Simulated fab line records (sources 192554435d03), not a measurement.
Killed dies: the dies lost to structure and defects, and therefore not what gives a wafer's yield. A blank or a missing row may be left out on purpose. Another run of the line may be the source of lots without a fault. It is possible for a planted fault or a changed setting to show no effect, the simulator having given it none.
fab line records -- flow n5-finfet
record: lots: 11, wafers: 33, last-day: 18
route steps=1938 shown BEOL_M10@1525 BEOL_M11@1539 PASSIVATION@1936
lots untouched by any fault: they come from a run of this same line in which no faults occurred
start-h: start of the lot's first displayed wafer, in hours after the record's first day -- wait-h: hours since the lot's step before -- " repeats the value in the row above -- L1.1+2: several wafers, shown together as one row -- - either no value or no given start -- * or withheld: withheld -- < > ~ a bound
route shown NAME@n: names a module that has steps shown in the file, with the first one's number in the route -- usual: average and standard deviation across the fault-free wafers -- same: alike in all rows -- chamber/n: place in a boat -- sites: each site's reading -- _std_site: standard deviation across them -- _edge_site: the outer-site mean with the inner-site mean subtracted -- radius-mm: for every site, how far away it sits from the centre of the wafer -- mask NAME#n: copy n -- behind: tool/chamber where the wafer was last shaped -- hold: why the lot was held/for how many hours/how that ended -- device: transistor that didn't switch, given as n, p or np -- end of line: tests run on the same wafers once the route is complete -- a step given without rows: its recipe and nothing more -- killed: dies that structure and defects cost at the first sort, which is not the same as the wafer's yield -- map: the dies of a wafer, with x for killed, . for not killed, _ for no die there
set.NAME: the run value of the setting; set.NAME@STEP: its run value at that earlier step -- model.NAME: the simulator's own value behind a step, which no gauge read
one table for each step of the route and one row for each wafer, over a sample of lots
services: the hour from which a tool's chamber was out of use, counted from the record's first day as start-h (under 0 if before that day), plus the number of hours and why
== steps ==
step: N5_BEOL_M10_SURFACE_TREAT_76
recipe: gas: Ar, time-s: *, ion-energy-ev: *, ion-current-ma-cm2: 0.5, pressure-mtorr: *, ar-flow-sccm: 30
usual: throttle-valve-pct: *
lot.wafer,tool,chamber,start-h,wait-h,throttle-valve-pct
L914.1,pvd-sputter-03,-,242.22,0.2,*
L914.4,pvd-sputter-03,-,242.22,0.2,*
L914.6,pvd-sputter-03,-,242.22,0.2,*
L915.3,pvd-sputter-02,-,251.00,0.2,*
L915.5,pvd-sputter-02,-,251.00,0.2,*
L915.6,pvd-sputter-02,-,251.00,0.2,*
L917.1,pvd-sputter-03,-,260.35,4.3,*
L917.3,pvd-sputter-03,-,260.35,4.3,*
L917.4,pvd-sputter-03,-,260.35,4.3,*
L921.4,pvd-sputter-01,-,275.66,0.0,*
L921.5,pvd-sputter-01,-,275.66,0.0,*
L921.6,pvd-sputter-01,-,275.66,0.0,*
L920.3,pvd-sputter-03,-,283.42,0.2,*
L920.5,pvd-sputter-03,-,283.42,0.2,*
L920.6,pvd-sputter-03,-,283.42,0.2,*
L922.4,pvd-sputter-01,-,293.66,0.2,*
L922.5,pvd-sputter-01,-,293.66,0.2,*
L922.6,pvd-sputter-01,-,293.66,0.2,*
L923.3,pvd-sputter-02,-,295.93,0.3,*
L923.4,pvd-sputter-02,-,295.93,0.3,*
L923.5,pvd-sputter-02,-,295.93,0.3,*
L926.1,pvd-sputter-03,-,301.52,0.4,*
L926.3,pvd-sputter-03,-,301.52,0.4,*
L926.6,pvd-sputter-03,-,301.52,0.4,*
L925.1,pvd-sputter-02,-,304.31,0.2,*
L925.3,pvd-sputter-02,-,304.31,0.2,*
L925.5,pvd-sputter-02,-,304.31,0.2,*
L935.1,pvd-sputter-03,-,385.69,0.2,*
L935.2,pvd-sputter-03,-,385.69,0.2,*
L935.5,pvd-sputter-03,-,385.69,0.2,*
L936.2,pvd-sputter-02,-,387.18,0.2,*
L936.3,pvd-sputter-02,-,387.18,0.2,*
L936.5,pvd-sputter-02,-,387.18,0.2,*
step: N5_BEOL_M10_DEP_56
recipe: material: SiCN, target-thk-a: 150, temp-c: withheld, precursor: 3MS/NH3, pressure-torr: 3, rf-w: 202, time-s: 26.5
usual: showerhead-plenum-p-Torr: 3.666/0.013, throttle-valve-pct: 9.3/0.49
lot.wafer,tool,chamber,start-h,wait-h,showerhead-plenum-p-Torr,throttle-valve-pct
L914.1,pecvd-04,0,243.39,0.0,3.668,9.5
L914.4,pecvd-04,0,243.39,0.0,3.674,9.5
L914.6,pecvd-04,1,243.39,0.0,3.688,10.0
L915.3,pecvd-04,0,252.10,0.0,3.669,9.3
L915.5,pecvd-04,2,252.10,0.0,3.659,8.8
L915.6,pecvd-04,0,252.10,0.0,3.666,9.4
L917.1,pecvd-03,0,261.63,0.0,3.662,9.4
L917.3,pecvd-03,2,261.63,0.0,3.654,9.1
L917.4,pecvd-03,0,261.63,0.0,3.670,9.6
L921.4,pecvd-03,1,276.96,0.0,3.670,9.9
L921.5,pecvd-03,0,276.96,0.0,3.659,9.3
L921.6,pecvd-03,2,276.96,0.0,3.664,9.2
L920.3,pecvd-02,2,284.81,0.0,3.645,9.0
L920.5,pecvd-02,2,284.81,0.0,3.646,8.8
L920.6,pecvd-02,0,284.81,0.0,3.667,9.2
L922.4,pecvd-02,2,294.81,0.0,3.644,8.5
L922.5,pecvd-02,1,294.81,0.0,3.695,9.4
L922.6,pecvd-02,0,294.81,0.0,3.662,8.9
L923.3,pecvd-03,2,297.04,0.0,3.657,8.9
L923.4,pecvd-03,2,297.04,0.0,3.659,9.1
L923.5,pecvd-03,1,297.04,0.0,3.665,10.2
L926.1,pecvd-03,2,302.72,0.0,3.661,9.0
L926.3,pecvd-03,1,302.72,0.0,3.662,10.1
L926.6,pecvd-03,0,302.72,0.0,3.670,9.3
L925.1,pecvd-04,2,305.61,0.0,3.647,8.6
L925.3,pecvd-04,0,305.61,0.0,3.664,9.6
L925.5,pecvd-04,1,305.61,0.0,3.679,10.0
L935.1,pecvd-04,2,386.83,0.0,3.661,8.8
L935.2,pecvd-04,0,386.83,0.0,3.673,9.7
L935.5,pecvd-04,0,386.83,0.0,3.671,9.7
L936.2,pecvd-02,1,388.76,0.0,3.689,8.7
L936.3,pecvd-02,0,388.76,0.0,3.657,9.1
L936.5,pecvd-02,2,388.76,0.0,3.636,8.7
step: N5_BEOL_M11_PECVD_70
recipe: material: SiO2, target-thk-a: 200, temp-c: 400, precursor: TEOS/O2, pressure-torr: 5.5, rf-w: 450, teos-flow-sccm: 53.8, gas: O2, flow-sccm: 3000, time-s: 22.7
usual: heater-power-w: 795/110, showerhead-plenum-p-Torr: 8.78/0.036, throttle-valve-pct: 23.1/1.3
lot.wafer,tool,chamber,start-h,wait-h,heater-power-w,showerhead-plenum-p-Torr,throttle-valve-pct
L914.1,pecvd-03,0,244.19,0.0,688,8.76,23.3
L914.4,pecvd-03,2,244.19,0.0,709,8.75,22.0
L914.6,pecvd-03,0,244.19,0.0,674,8.79,23.1
L915.3,pecvd-03,2,252.91,0.1,720,8.76,22.3
L915.5,pecvd-03,0,252.91,0.1,698,8.77,23.0
L915.6,pecvd-03,2,252.91,0.1,715,8.76,22.2
L917.1,pecvd-04,2,262.48,0.0,746,8.74,21.3
L917.3,pecvd-04,1,262.48,0.0,927,8.84,24.6
L917.4,pecvd-04,0,262.48,0.0,877,8.80,23.2
L921.4,pecvd-03,0,278.02,0.1,702,8.76,23.0
L921.5,pecvd-03,2,278.02,0.1,695,8.76,21.9
L921.6,pecvd-03,1,278.02,0.1,814,8.80,24.4
L920.3,pecvd-01,2,285.57,0.0,691,8.68,21.2
L920.5,pecvd-01,0,285.57,0.0,778,8.72,24.0
L920.6,pecvd-01,2,285.57,0.0,682,8.68,21.5
L922.4,pecvd-04,1,296.28,0.1,906,8.82,25.1
L922.5,pecvd-04,0,296.28,0.1,789,8.82,23.5
L922.6,pecvd-04,2,296.28,0.1,860,8.73,21.3
L923.3,pecvd-04,0,297.82,0.0,781,8.79,23.6
L923.4,pecvd-04,1,297.82,0.0,971,8.83,24.7
L923.5,pecvd-04,0,297.82,0.0,772,8.81,23.4
L926.1,pecvd-04,1,303.48,0.0,932,8.84,24.9
L926.3,pecvd-04,2,303.48,0.0,873,8.74,21.3
L926.6,pecvd-04,1,303.48,0.0,928,8.82,24.9
L925.1,pecvd-03,2,306.37,0.0,687,8.74,22.0
L925.3,pecvd-03,0,306.37,0.0,668,8.78,23.0
L925.5,pecvd-03,1,306.37,0.0,783,8.79,24.6
L935.1,pecvd-04,1,387.60,0.0,949,8.82,25.1
L935.2,pecvd-04,2,387.60,0.0,895,8.74,21.5
L935.5,pecvd-04,2,387.60,0.0,901,8.73,21.9
L936.2,pecvd-04,0,389.87,0.0,932,8.81,23.4
L936.3,pecvd-04,2,389.87,0.0,785,8.75,21.6
L936.5,pecvd-04,1,389.87,0.0,882,8.83,25.0
step: N5_BEOL_M11_COAT_59
recipe: resist: SOC, temp-c: 250, time-s: 60, spin-rpm: 1500, resist-thk-nm: 100
usual: dispense-pressure-kPa: 50.0/1.9, heater-power-total-W: 500.5/1.8, plate-temp-C: 250.01/0.17, spin-speed-rpm: 1500.0/0.99
lot.wafer,tool,chamber,start-h,wait-h,dispense-pressure-kPa,heater-power-total-W,plate-temp-C,spin-speed-rpm
L914.1,litho-track-03,0,244.39,0.1,47.2,502.9,249.97,1500.4
L914.4,litho-track-03,0,244.39,0.1,47.2,501.8,250.04,1500.4
L914.6,litho-track-03,0,244.39,0.1,47.2,501.8,250.07,1501.6
L915.3,litho-track-02,0,254.72,0.1,52.0,500.6,249.91,1500.7
L915.5,litho-track-02,0,254.72,0.1,52.0,499.2,249.83,1500.2
L915.6,litho-track-02,0,254.72,0.1,52.0,498.6,249.81,1499.7
L917.1,litho-track-03,0,264.12,0.1,47.2,499.9,250.00,1501.7
L917.3,litho-track-03,0,264.12,0.1,47.2,499.8,249.81,1499.4
L917.4,litho-track-03,0,264.12,0.1,47.2,500.6,250.14,1499.1
L921.4,litho-track-02,0,279.44,0.1,52.0,500.4,250.19,1500.6
L921.5,litho-track-02,0,279.44,0.1,52.0,500.2,249.89,1500.5
L921.6,litho-track-02,0,279.44,0.1,52.0,500.1,250.25,1499.6
L920.3,litho-track-04,0,286.36,0.1,50.3,501.3,249.81,1501.0
L920.5,litho-track-04,0,286.36,0.1,50.4,497.6,250.12,1500.7
L920.6,litho-track-04,0,286.36,0.1,50.4,501.0,250.04,1500.1
L922.4,litho-track-02,0,296.45,0.1,52.0,502.0,249.85,1500.2
L922.5,litho-track-02,0,296.45,0.1,52.0,499.4,249.90,1500.7
L922.6,litho-track-02,0,296.45,0.1,52.1,501.0,249.96,1500.2
L923.3,litho-track-04,0,299.89,0.1,50.4,497.3,249.85,1497.2
L923.4,litho-track-04,0,299.89,0.1,50.4,503.3,249.98,1498.6
L923.5,litho-track-04,0,299.89,0.1,50.3,501.3,250.40,1500.5
L926.1,litho-track-04,0,304.33,0.1,50.3,514.9,256.36,1499.5
L926.3,litho-track-04,0,304.33,0.1,50.3,518.7,256.27,1499.1
L926.6,litho-track-04,0,304.33,0.1,50.3,518.1,256.26,1498.8
L925.1,litho-track-04,0,307.21,0.1,50.4,515.0,256.22,1501.2
L925.3,litho-track-04,0,307.21,0.1,50.4,519.2,256.51,1502.7
L925.5,litho-track-04,0,307.21,0.1,50.4,512.5,256.33,1499.1
L935.1,litho-track-03,0,389.22,0.1,47.2,501.0,249.93,1500.6
L935.2,litho-track-03,0,389.22,0.1,47.2,499.5,249.96,1498.2
L935.5,litho-track-03,0,389.22,0.1,47.2,501.7,250.08,1499.1
L936.2,litho-track-02,0,390.44,0.1,52.0,502.3,250.19,1500.0
L936.3,litho-track-02,0,390.44,0.1,52.0,502.5,249.80,1500.5
L936.5,litho-track-02,0,390.44,0.1,52.0,502.6,250.07,1500.7
step: N5_PASSIVATION_PROBE_49
usual: defect-limited-yield: 91.2/1.4, killed_at_M0_to_M3: 35/11, killed_at_M4_up: 14/5.6, killed-at-contacts: 12/5.6, killed-at-front-end: 38/11, killed-at-other: 4/3.4, killed-dies: 103/17, killed-open: 68/12, killed-short: 33/8.8, sort_bin_4_leakage: 0.00/0.007, sort_bin_5_function: 5.1/0.89, sort_bin_6_memory: 3.3/0.71, sort-n-pass: 1077/17, sort-yield-pct: 91.2/1.4
same: gross-dies: 1180, killed-at-back-side: 0, sort_bin_8_speed[%]: 0
lot.wafer,tool,chamber,start-h,wait-h,defect-limited-yield[%],killed_at_M0_to_M3,killed_at_M4_up,killed-at-contacts,killed-at-front-end,killed-at-other,killed-dies,killed-open,killed-short,sort_bin_4_leakage[%],sort_bin_5_function[%],sort_bin_6_memory[%],sort-n-pass,sort-yield-pct[%]
L921.4,prober-02,-,330.16,0.2,91.6,30,10,19,36,4,99,70,27,0,5.1,3.1,1081,91.6
L921.5,prober-02,-,330.21,0.2,93.1,38,12,8,18,5,81,44,35,0,4.2,2.1,1099,93.1
L921.6,prober-02,-,330.26,0.3,91.4,34,16,6,36,10,102,68,33,0,5.9,2.7,1078,91.4
L922.4,prober-02,-,347.16,0.2,90.8,38,15,6,40,10,109,59,50,0,4.6,4.1,1071,90.8
L922.5,prober-02,-,347.21,0.2,91.4,33,14,17,33,4,101,63,38,0,5.3,3.1,1079,91.4
L922.6,prober-02,-,347.26,0.3,91.9,32,14,9,38,3,96,58,34,0,4.7,2.7,1084,91.9
L923.3,prober-01,-,352.71,0.1,93.4,25,17,4,29,3,78,59,18,0,4.3,2.1,1102,93.4
L926.1,prober-02,-,353.12,0.0,90.2,25,9,24,43,15,116,66,46,0,5.9,3.5,1064,90.2
L926.3,prober-02,-,353.22,0.1,89.9,29,3,17,58,12,119,64,52,0,5.6,4.0,1061,89.9
L926.6,prober-02,-,353.37,0.3,87.8,45,7,18,54,20,144,88,53,0,5.8,5.3,1036,87.8
L925.1,prober-02,-,357.23,0.0,91.7,50,8,8,30,2,98,64,33,0,4.3,3.7,1082,91.7
L925.3,prober-02,-,357.33,0.1,90.4,42,10,23,35,3,113,74,36,0,5.7,3.6,1067,90.4
L925.5,prober-02,-,357.43,0.2,91.0,52,8,9,35,2,106,82,19,0,5.1,3.3,1074,91.0
killed by level:class
L921.4 MOL_CONTACT_COAG:geometric-particle:open=17 BEOL_M3:geometric-particle:open=12 DUMMY_GATE:geometric-particle:open=7 FIN_SAQP:geometric-particle:short=6 BEOL_M2:geometric-particle:open=5 FIN_SAQP:geometric-particle:open=4 GATE_CUT:geometric-particle:short=4 BEOL_M1:geometric-particle:open=4
L921.5 BEOL_M0_SAQP:geometric-particle:short=10 BEOL_M0_SAQP:geometric-particle:open=9 BEOL_M4:geometric-particle:open=6 BEOL_M1:geometric-particle:open=5 FIN_SAQP:geometric-particle:short=4 BEOL_M4:geometric-particle:short=4 MOL_CONTACT_COAG:geometric-particle:open=4 MOL_CONTACT_COAG:geometric-particle:short=4
L921.6 FIN_SAQP:geometric-particle:short=12 FIN_SAQP:geometric-particle:open=11 BEOL_M0_SAQP:geometric-particle:open=11 BEOL_M3:geometric-particle:open=10 BEOL_M4:geometric-particle:open=9 MOL_CONTACT_COAG:geometric-particle:open=6 GATE_CUT:geometric-particle:short=4 BEOL_M0_SAQP:geometric-particle:short=4
L922.4 BEOL_M1:geometric-particle:open=13 FIN_SAQP:geometric-particle:short=10 BEOL_M4:geometric-particle:open=7 FIN_SAQP:geometric-particle:open=6 BEOL_M3:geometric-particle:open=6 MOL_CONTACT_COAG:geometric-particle:open=5 BEOL_M1:geometric-particle:short=5 STARTING-WAFER:geometric-particle:short=5
L922.5 MOL_CONTACT_COAG:geometric-particle:open=15 FIN_SAQP:geometric-particle:short=11 BEOL_M0_SAQP:geometric-particle:short=5 BEOL_M0_SAQP:geometric-particle:open=5 BEOL_M1:geometric-particle:open=5 BEOL_M3:geometric-particle:open=5 FIN_SAQP:geometric-particle:open=4 BEOL_M2:geometric-particle:open=4
L922.6 FIN_SAQP:geometric-particle:open=8 BEOL_M2:geometric-particle:open=8 STARTING-WAFER:geometric-particle:short=8 MOL_CONTACT_COAG:geometric-particle:open=7 BEOL_M0_SAQP:geometric-particle:short=7 BEOL_M4:geometric-particle:open=6 BEOL_M0_SAQP:geometric-particle:open=5 FIN_SAQP:geometric-particle:short=4
L923.3 FIN_SAQP:geometric-particle:open=7 STI_FIN_REVEAL:geometric-particle:open=6 BEOL_M3:geometric-particle:open=6 BEOL_M0_SAQP:geometric-particle:open=5 MOL_CONTACT_COAG:geometric-particle:open=4 BEOL_M6:geometric-particle:short=4 BEOL_M0_SAQP:geometric-particle:short=4 BEOL_M2:geometric-particle:open=4
L926.1 MOL_CONTACT_COAG:geometric-particle:open=19 STI_FIN_REVEAL:geometric-particle:open=9 GATE_CUT:geometric-particle:short=8 BEOL_M1:geometric-particle:open=5 BEOL_M1:geometric-particle:short=5 BEOL_M2:geometric-particle:open=5 MIM_TOP_ETCH:geometric-particle:short=5 DUMMY_GATE:geometric-particle:short=4
L926.3 MOL_CONTACT_COAG:geometric-particle:open=14 FIN_SAQP:geometric-particle:short=11 GATE_CUT:geometric-particle:short=7 STI_FIN_REVEAL:geometric-particle:open=6 GATE_CUT:geometric-particle:open=5 BEOL_M0_SAQP:geometric-particle:short=5 BEOL_M1:geometric-particle:short=5 BEOL_M1:geometric-particle:open=5
L926.6 MOL_CONTACT_COAG:geometric-particle:open=12 STI_FIN_REVEAL:geometric-particle:open=10 MIM_TOP_ETCH:geometric-particle:open=10 BEOL_M1:geometric-particle:open=9 BEOL_M0_SAQP:geometric-particle:short=9 BEOL_M0_SAQP:geometric-particle:open=9 MIM_TOP_ETCH:geometric-particle:short=8 BEOL_M3:geometric-particle:open=8
L925.1 BEOL_M0_SAQP:geometric-particle:open=15 FIN_SAQP:geometric-particle:short=9 BEOL_M0_SAQP:geometric-particle:short=9 BEOL_M1:geometric-particle:open=9 BEOL_M3:geometric-particle:open=9 MOL_CONTACT_COAG:geometric-particle:open=7 FIN_SAQP:geometric-particle:open=5 STI_FIN_REVEAL:geometric-particle:open=5
L925.3 MOL_CONTACT_COAG:geometric-particle:open=15 STI_FIN_REVEAL:geometric-particle:open=12 BEOL_M0_SAQP:geometric-particle:short=10 BEOL_M2:geometric-particle:open=10 MOL_CONTACT_COAG:geometric-particle:short=8 BEOL_M3:geometric-particle:open=8 BEOL_M0_SAQP:geometric-particle:open=7 DUMMY_GATE:geometric-particle:open=5
L925.5 BEOL_M3:geometric-particle:open=15 BEOL_M2:geometric-particle:open=11 FIN_SAQP:geometric-particle:open=10 MOL_CONTACT_COAG:geometric-particle:open=8 DUMMY_GATE:geometric-particle:open=7 BEOL_M0_SAQP:geometric-particle:short=7 BEOL_M1:geometric-particle:open=7 BEOL_M0_SAQP:geometric-particle:open=6
== services ==
tool,chamber,start-h,hours,kind
pecvd-03,1,241.93,22.3,repair
pecvd-02,0,279.07,4.1,repair
pecvd-04,1,280.59,5.5,scheduled-down
pecvd-03,2,280.60,5.5,scheduled-down
pecvd-01,-,293.53,14.6,pm
pvd-sputter-02,-,310.46,4.5,repair
litho-track-04,-,318.65,-,consumable-replace:filter
pvd-sputter-02,-,324.98,1.7,repair
pvd-sputter-03,-,330.58,2.5,repair
pvd-sputter-03,-,333.25,7.2,repair
litho-track-02,-,334.97,-,consumable-replace:filter
pecvd-02,-,339.09,14.6,pm
pecvd-04,2,342.93,5.5,scheduled-down
pvd-sputter-02,-,343.85,3.3,repair
pecvd-02,-,359.09,0.9,repair
pecvd-03,-,361.79,0.8,repair
pecvd-03,2,374.68,2.1,scheduled-down
pvd-sputter-01,-,379.91,5.9,repair
pecvd-03,1,383.91,2.1,scheduled-down
pecvd-03,1,386.04,-,clean
pecvd-03,1,386.04,-,consumable-replace:showerhead
pecvd-03,1,386.04,29.0,scheduled-down
pecvd-03,1,386.04,29.0,vent-cycle
pecvd-03,0,387.07,2.1,scheduled-down
== key ==
first-sign: step: N5_BEOL_M11_COAT_59, reading: plate-temp-C, direction: up, sigmas: 37, usual: *, struck: *
effect: step: N5_BEOL_M11_COAT_59, reading: heater-power-total-W, direction: up, sigmas: 9, usual: *, struck: *
met-at N5_BEOL_M11_COAT_59
struck-lots L925,L926
not-acting-at N5_BEOL_M10_SURFACE_TREAT_76,N5_BEOL_M10_DEP_56,N5_BEOL_M11_PECVD_70
onset-between 299.89 304.33
fault: kind: process-parameter-drift, tool: litho-track-04, chamber: -, onset-h: 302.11, steps: N5_BEOL_M11_COAT_59, channel: temp-c, offset: *, shape: step, end-h: 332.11, acts-in: *, stated: *
